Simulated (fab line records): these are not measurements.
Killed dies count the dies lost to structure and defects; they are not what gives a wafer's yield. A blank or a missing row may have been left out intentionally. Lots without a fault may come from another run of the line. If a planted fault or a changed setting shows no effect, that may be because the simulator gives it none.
Chamber matching / flow n5Finfet / 3 sister chambers for N5_HKMG_FIN_CVD_62 on thermalCvdSi-02
The step deposits a-Si from Si2H6, target thk 3 nm, time 20.8 s. 6 wafers are shown with their chamber, then 9 later ones without.

WAFERS WITH THEIR CHAMBER
wafer=L077.6; chamber=0; heaterPowerW (W)=1258; heaterPowerOuterW (W)=850
wafer=L081.6; chamber=0; heaterPowerW (W)=1250; heaterPowerOuterW (W)=829
wafer=L085.5; chamber=2; heaterPowerW (W)=1742; heaterPowerOuterW (W)=1096
wafer=L087.4; chamber=1; heaterPowerW (W)=1711; heaterPowerOuterW (W)=1162
wafer=L087.5; chamber=2; heaterPowerW (W)=1756; heaterPowerOuterW (W)=1126
wafer=L087.6; chamber=1; heaterPowerW (W)=1781; heaterPowerOuterW (W)=1164

WAFERS WHOSE CHAMBER IS MISSING
wafer=L089.1; heaterPowerW (W)=1735; heaterPowerOuterW (W)=1207
wafer=L089.5; heaterPowerW (W)=1711; heaterPowerOuterW (W)=1166
wafer=L089.6; heaterPowerW (W)=1732; heaterPowerOuterW (W)=1127
wafer=L093.3; heaterPowerW (W)=1726; heaterPowerOuterW (W)=1136
wafer=L093.4; heaterPowerW (W)=1769; heaterPowerOuterW (W)=1166
wafer=L093.6; heaterPowerW (W)=1748; heaterPowerOuterW (W)=1134
wafer=L096.2; heaterPowerW (W)=1742; heaterPowerOuterW (W)=1115
wafer=L096.3; heaterPowerW (W)=1254; heaterPowerOuterW (W)=860
wafer=L096.6; heaterPowerW (W)=1717; heaterPowerOuterW (W)=1119

CHAMBER TAKEN BY EACH
wafer=L089.1; from the rows above=1; in truth=1
wafer=L089.5; from the rows above=1; in truth=1
wafer=L089.6; from the rows above=can't be placed: 2 or 1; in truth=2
wafer=L093.3; from the rows above=can't be placed: 2 or 1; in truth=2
wafer=L093.4; from the rows above=1; in truth=1
wafer=L093.6; from the rows above=can't be placed: 2 or 1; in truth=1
wafer=L096.2; from the rows above=2; in truth=2
wafer=L096.3; from the rows above=0; in truth=0
wafer=L096.6; from the rows above=can't be placed: 2 or 1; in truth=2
5 of 9 placed correctly. Unplaceable from these rows: 4, with the true chamber sitting among the candidates in 4. Placed wrongly: 0.
How it was worked out, from the rows above alone: a wafer's distance from a chamber is the root of the sum, over the readings, of the square of ((its reading less the chamber's mean) divided by the reading's scatter). The wafer belongs to the nearest chamber; if the next one is less than 2 further off, it can't be placed. The mean given for a chamber averages the wafers shown for that chamber. How the scatter is found: for the shown wafers, subtract from each reading the mean of its chamber, square and add these, divide the total by (wafers less chambers), then take the root.
